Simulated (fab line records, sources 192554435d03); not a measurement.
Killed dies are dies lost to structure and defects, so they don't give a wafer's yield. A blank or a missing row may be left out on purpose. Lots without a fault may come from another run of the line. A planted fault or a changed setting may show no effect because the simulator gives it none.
Which tool is to blame? ; flow n5-finfet ; 24 lots with 72 wafers sampled at 6 steps, on a route of 1938 steps

WHAT THE GAUGES READ, wafer by wafer
N5_MOL_CONTACT_COAG_CD_MEAS_101: the cd target is 16 nm. Usual: cd-nm at 16.02 nm, with a standard deviation of 0.28.
lot;measured;on;cd-nm (nm);flag
L074;day 5 06:14;cd-sem-01;16.49 16.24 16.57;
L076;day 5 15:22;cd-sem-03;15.97 16.00 15.86;
L075;day 5 17:35;cd-sem-01;16.33 15.63 16.00;
L077;day 6 03:22;cd-sem-01;16.14 16.68 15.98;
L078;day 6 18:57;cd-sem-03;16.03 15.88 16.40;
L079;day 6 20:59;cd-sem-01;15.61 16.07 16.47;
L080;day 7 00:51;cd-sem-01;15.93 15.53 15.80;
L081;day 7 02:23;cd-sem-03;16.56 15.63 15.40;
L082;day 7 02:43;cd-sem-01;15.91 15.81 16.18;
L083;day 7 09:55;cd-sem-03;15.50 15.98 15.64;
L084;day 7 18:25;cd-sem-03;15.91 15.77 15.83;
L085;day 7 20:21;cd-sem-01;15.72 15.55 15.91;
L086;day 8 14:58;cd-sem-03;16.04 16.39 15.92;
L087;day 8 15:43;cd-sem-03;15.63 16.26 16.24;
L088;day 8 20:02;cd-sem-03;16.26 16.16 16.16;
L089;day 8 22:59;cd-sem-01;15.63 16.15 16.36;
L090;day 9 05:44;cd-sem-03;16.31 16.24 16.67;
L091;day 9 09:20;cd-sem-02;16.19 15.69 15.75;
L092;day 9 15:02;cd-sem-01;15.76 16.26 16.57;
L093;day 10 01:46;cd-sem-02;16.14 16.50 16.17;
L094;day 10 06:25;cd-sem-02;16.32 16.23 16.19;
L095;day 10 12:06;cd-sem-03;15.81 16.26 15.99;
L096;day 10 22:39;cd-sem-03;16.27 15.87 15.48;
L097;day 11 01:42;cd-sem-01;15.96 16.19 15.95;

N5_MOL_CONTACT_COAG_INSPECT_97: inspects for defects (darkfield). Usual: raw-defect-count at 46, with a standard deviation of 18.
lot;measured;on;raw-defect-count;flag
L074;day 5 10:04;defect-inspect-01;32 57 48;
L076;day 5 19:11;defect-inspect-01;99 87 56;
L075;day 5 22:13;defect-inspect-02;49 37 78;
L077;day 6 07:20;defect-inspect-02;71 59 71;
L078;day 6 22:46;defect-inspect-01;17 36 49;
L079;day 7 01:46;defect-inspect-01;28 38 31;
L080;day 7 04:46;defect-inspect-02;47 52 44;
L081;day 7 07:48;defect-inspect-01;63 55 62;
L082;day 7 07:47;defect-inspect-02;47 38 37;
L083;day 7 13:58;defect-inspect-01;42 18 21;
L084;day 7 22:13;defect-inspect-01;74 82 72;
L085;day 8 01:12;defect-inspect-01;27 29 35;
L086;day 8 18:49;defect-inspect-02;63 57 59;
L087;day 8 21:47;defect-inspect-02;38 34 36;
L088;day 9 00:47;defect-inspect-02;52 39 79;
L089;day 9 03:48;defect-inspect-02;51 38 34;
L090;day 9 09:33;defect-inspect-02;32 42 38;
L091;day 9 13:08;defect-inspect-01;63 48 61;
L092;day 9 18:50;defect-inspect-02;17 28 33;
L093;day 10 05:34;defect-inspect-01;46 47 43;
L094;day 10 10:13;defect-inspect-02;34 65 20;
L095;day 10 15:55;defect-inspect-01;34 32 53;
L096;day 11 02:50;defect-inspect-02;42 51 50;
L097;day 11 05:46;defect-inspect-02;60 40 33;

N5_BEOL_M0_SAQP_INSPECT_16: inspects for defects (brightfield). Usual: raw-defect-count at 533, with a standard deviation of 130.
lot;measured;on;raw-defect-count;flag
L074;day 5 13:58;defect-inspect-01;728 600 755;
L076;day 5 21:48;defect-inspect-01;694 465 797;
L075;day 5 23:38;defect-inspect-02;391 531 400;
L077;day 6 10:49;defect-inspect-01;688 515 393;
L078;day 7 00:27;defect-inspect-02;521 543 831;
L079;day 7 03:29;defect-inspect-02;655 533 781;
L080;day 7 06:04;defect-inspect-01;395 327 286;
L081;day 7 11:37;defect-inspect-01;504 366 607;
L082;day 7 11:47;defect-inspect-01;408 469 375;
L083;day 7 16:07;defect-inspect-01;370 626 739;
L084;day 8 00:12;defect-inspect-01;421 359 452;
L085;day 8 04:10;defect-inspect-02;645 573 569;
L086;day 8 20:22;defect-inspect-01;717 736 471;
L087;day 9 00:17;defect-inspect-02;450 497 435;
L088;day 9 03:32;defect-inspect-01;598 590 450;
L089;day 9 05:21;defect-inspect-02;505 471 571;
L090;day 9 12:26;defect-inspect-02;539 405 589;
L091;day 9 15:35;defect-inspect-02;687 814 610;
L092;day 9 20:48;defect-inspect-01;579 447 459;
L093;day 10 07:18;defect-inspect-01;560 571 492;
L094;day 10 12:41;defect-inspect-01;449 480 411;
L095;day 10 18:44;defect-inspect-01;572 385 432;
L096;day 11 08:32;defect-inspect-02;446 658 629;
L097;day 11 09:07;defect-inspect-02;547 559 528;

WHICH TOOL RAN EACH LOT (tool, then ch and the chambers of the sampled wafers, then the start)
lot;N5_MOL_CONTACT_COAG_ANNEAL_113;N5_MOL_CONTACT_COAG_STRIP_119;N5_MOL_CONTACT_COAG_DESCUM_45
L074;rtp-anneal-01 ch 0, day 4 21:41;plasma-asher-02 ch 0,1, day 5 04:44;rie-diel-04 ch 0,1,2, day 5 05:25
L076;rtp-anneal-02 ch 0, day 5 05:25;plasma-asher-02 ch 0,1, day 5 13:18;rie-diel-02 ch 1,3, day 5 14:25
L075;rtp-anneal-02 ch 0, day 5 08:25;plasma-asher-02 ch 0,1, day 5 15:56;rie-diel-01 ch 0,1,3, day 5 16:41
L077;rtp-anneal-02 ch 0, day 5 17:52;plasma-asher-01 ch 0,1, day 6 01:33;rie-diel-01 ch 0,1, day 6 02:21
L078;rtp-anneal-01 ch 0, day 6 11:32;plasma-asher-01 ch 0,1, day 6 17:22;rie-diel-02 ch 0,2, day 6 18:04
L079;rtp-anneal-02 ch 0, day 6 11:56;plasma-asher-02 ch 0,1, day 6 19:26;rie-diel-02 ch 0,2,3, day 6 20:10
L080;rtp-anneal-01 ch 0, day 6 15:38;plasma-asher-02 ch 0, day 6 22:49;rie-diel-01 ch 0,2,3, day 6 23:32
L081;rtp-anneal-01 ch 0, day 6 16:41;plasma-asher-01 ch 0,1, day 7 00:51;rie-diel-04 ch 0,2, day 7 01:26
L082;rtp-anneal-02 ch 0, day 6 17:42;plasma-asher-02 ch 0,1, day 7 01:01;rie-diel-01 ch 0,2, day 7 01:44
L083;rtp-anneal-01 ch 0, day 7 00:38;plasma-asher-01 ch 1, day 7 08:22;rie-diel-02 ch 0,2,3, day 7 09:05
L084;rtp-anneal-01 ch 0, day 7 09:33;plasma-asher-01 ch 0,1, day 7 16:37;rie-diel-02 ch 0,1,2, day 7 17:13
L085;rtp-anneal-02 ch 0, day 7 12:15;plasma-asher-02 ch 0,1, day 7 18:56;rie-diel-04 ch 0,1,3, day 7 19:32
L086;rtp-anneal-02 ch 0, day 8 05:24;plasma-asher-01 ch 0,1, day 8 13:10;rie-diel-04 ch 0,3, day 8 14:08
L087;rtp-anneal-02 ch 0, day 8 06:00;plasma-asher-01 ch 0,1, day 8 13:56;rie-diel-01 ch 2,3, day 8 14:31
L088;rtp-anneal-01 ch 0, day 8 09:48;plasma-asher-01 ch 0,1, day 8 18:25;rie-diel-02 ch 1,2,3, day 8 19:08
L089;rtp-anneal-02 ch 0, day 8 14:02;plasma-asher-01 ch 0,1, day 8 21:19;rie-diel-02 ch 0,1, day 8 21:53
L090;rtp-anneal-02 ch 0, day 8 21:01;plasma-asher-01 ch 0,1, day 9 04:10;rie-diel-04 ch 0,1,2, day 9 04:55
L091;rtp-anneal-01 ch 0, day 9 01:17;plasma-asher-01 ch 0,1, day 9 07:47;rie-diel-04 ch 0,2,3, day 9 08:31
L092;rtp-anneal-01 ch 0, day 9 06:14;plasma-asher-01 ch 0,1, day 9 13:16;rie-diel-04 ch 1,2,3, day 9 13:52
L093;rtp-anneal-01 ch 0, day 9 15:22;plasma-asher-02 ch 0,1, day 10 00:04;rie-diel-04 ch 0,3, day 10 00:41
L094;rtp-anneal-01 ch 0, day 9 21:20;plasma-asher-01 ch 0,1, day 10 04:55;rie-diel-04 ch 2,3, day 10 05:32
L095;rtp-anneal-01 ch 0, day 10 02:17;plasma-asher-01 ch 0,1, day 10 10:28;rie-diel-02 ch 0,3, day 10 11:11
L096;rtp-anneal-02 ch 0, day 10 13:38;plasma-asher-02 ch 0,1, day 10 21:14;rie-diel-04 ch 1,2,3, day 10 21:50
L097;rtp-anneal-01 ch 0, day 10 17:19;plasma-asher-01 ch 0,1, day 10 23:41;rie-diel-04 ch 1,2, day 11 00:52
- N5_MOL_CONTACT_COAG_ANNEAL_113: time 300 s.
- N5_MOL_CONTACT_COAG_STRIP_119: strips in N2/H2, time 30 s.
- N5_MOL_CONTACT_COAG_DESCUM_45: chemistry O2, time 7 s.

AS READ BY THE TOOLS THEMSELVES (means over the sampled wafers that have a number; for cases with no such wafer, the mark the record gives instead)
N5_MOL_CONTACT_COAG_ANNEAL_113. Usual: lamp-power-pct 2.69 %, standard deviation 0.17; wafer_temp_C_max 402.6, standard deviation 0.8.
lot;tool;lamp-power-pct (%);wafer_temp_C_max;flag
L074;rtp-anneal-01;2.54;401.8;
L076;rtp-anneal-02;2.88;403.6;
L075;rtp-anneal-02;2.87;402.3;
L077;rtp-anneal-02;2.87;403.7;
L078;rtp-anneal-01;2.54;402.1;
L079;rtp-anneal-02;2.87;404.2;
L080;rtp-anneal-01;2.54;402.3;
L081;rtp-anneal-01;2.54;402.3;
L082;rtp-anneal-02;2.87;403.2;
L083;rtp-anneal-01;2.54;401.7;
L084;rtp-anneal-01;2.54;401.8;
L085;rtp-anneal-02;2.87;402.3;
L086;rtp-anneal-02;2.87;402.6;
L087;rtp-anneal-02;2.87;402.6;
L088;rtp-anneal-01;2.54;402.3;
L089;rtp-anneal-02;2.88;403.0;
L090;rtp-anneal-02;2.88;403.5;
L091;rtp-anneal-01;2.54;402.7;
L092;rtp-anneal-01;2.54;402.0;
L093;rtp-anneal-01;2.54;402.3;
L094;rtp-anneal-01;2.54;402.2;
L095;rtp-anneal-01;2.54;401.9;
L096;rtp-anneal-02;2.87;403.6;
L097;rtp-anneal-01;2.54;401.9;

N5_MOL_CONTACT_COAG_STRIP_119. Usual: drypump-motor-current-A 6.0 A, standard deviation 0.52; heater-power-w 328 W, standard deviation 33.
lot;tool;drypump-motor-current-A (A);heater-power-w (W);flag
L074;plasma-asher-02;5.8;297;
L076;plasma-asher-02;5.8;301;
L075;plasma-asher-02;5.8;298;
L077;plasma-asher-01;5.8;357;
L078;plasma-asher-01;6.2;337;
L079;plasma-asher-02;6.2;300;
L080;plasma-asher-02;6.6;299;
L081;plasma-asher-01;6.2;335;
L082;plasma-asher-02;5.8;301;
L083;plasma-asher-01;5.6;375;
L084;plasma-asher-01;5.8;354;
L085;plasma-asher-02;5.8;301;
L086;plasma-asher-01;5.9;356;
L087;plasma-asher-01;6.2;335;
L088;plasma-asher-01;5.9;353;
L089;plasma-asher-01;5.8;354;
L090;plasma-asher-01;5.9;361;
L091;plasma-asher-01;5.9;354;
L092;plasma-asher-01;6.2;337;
L093;plasma-asher-02;5.8;303;
L094;plasma-asher-01;6.2;332;
L095;plasma-asher-01;5.9;356;
L096;plasma-asher-02;5.8;301;
L097;plasma-asher-01;6.2;339;

N5_MOL_CONTACT_COAG_DESCUM_45. Usual: drypump-motor-current-A 5.5 A, standard deviation 0.32; oes-product-au 0.81 a.u., standard deviation 0.081; rf-fwd-power-W 49.35 W, standard deviation 0.21; rf-vpp-V 243.7 V, standard deviation 1.2; showerhead-plenum-p-Torr 2.12 Torr, standard deviation 0.052; throttle-valve-pct 20.45 %, standard deviation 0.19.
lot;tool;drypump-motor-current-A (A);oes-product-au (a.u.);rf-fwd-power-W (W);rf-vpp-V (V);showerhead-plenum-p-Torr (Torr);throttle-valve-pct (%);flag
L074;rie-diel-04;5.5;0.87;49.41;242.9;2.09;20.43;
L076;rie-diel-02;5.0;0.79;49.22;245.1;2.15;20.38;
L075;rie-diel-01;5.6;0.85;49.24;244.4;2.14;20.25;
L077;rie-diel-01;5.5;0.83;49.23;244.2;2.19;20.23;
L078;rie-diel-02;5.5;0.73;49.47;243.1;2.11;20.53;
L079;rie-diel-02;5.4;0.73;49.11;244.2;2.14;20.51;
L080;rie-diel-01;5.7;0.89;49.21;244.6;2.16;20.22;
L081;rie-diel-04;5.5;0.82;49.59;243.4;2.11;20.49;
L082;rie-diel-01;5.8;0.89;49.25;245.2;2.22;20.22;
L083;rie-diel-02;5.4;0.72;49.33;243.3;2.14;20.51;
L084;rie-diel-02;5.3;0.75;49.39;244.7;2.12;20.61;
L085;rie-diel-04;5.6;0.83;49.36;243.3;2.08;20.47;
L086;rie-diel-04;5.7;0.76;49.41;242.2;2.09;20.56;
L087;rie-diel-01;5.8;0.88;49.20;243.0;2.10;20.27;
L088;rie-diel-02;5.1;0.75;49.23;243.3;2.12;20.45;
L089;rie-diel-02;5.0;0.79;49.66;243.5;2.13;20.71;
L090;rie-diel-04;5.5;0.81;49.21;242.9;2.08;20.48;
L091;rie-diel-04;5.6;0.80;49.50;244.2;2.11;20.51;
L092;rie-diel-04;5.5;0.86;49.45;243.8;2.10;20.43;
L093;rie-diel-04;5.7;0.75;49.38;242.8;2.09;20.57;
L094;rie-diel-04;5.6;0.84;49.42;243.5;2.13;20.48;
L095;rie-diel-02;5.5;0.69;49.42;244.4;2.15;20.70;
L096;rie-diel-04;5.5;0.85;49.51;242.6;2.09;20.44;
L097;rie-diel-04;5.4;0.85;49.51;243.6;2.09;20.45;

THE ANSWER, worked out from the rows above alone
Rule: a lot counts as off when the mean over its wafers that have a number is more than 3 standard deviations away from the usual mean. A lot without any number at a reading at which 4 lots or more have one is off too. All remaining lots with rows at the step are treated as sound. The gauges are gone through in route order, then the tools' own readings, and for those a lot's mean is taken as printed above. The first step at which some lot is off is used, and at that step the reading that is off furthest; a lot without a number counts as furthest.
None of the lots is off at any reading shown; this tells nothing.

WHAT THE SIMULATOR HAD PUT IN
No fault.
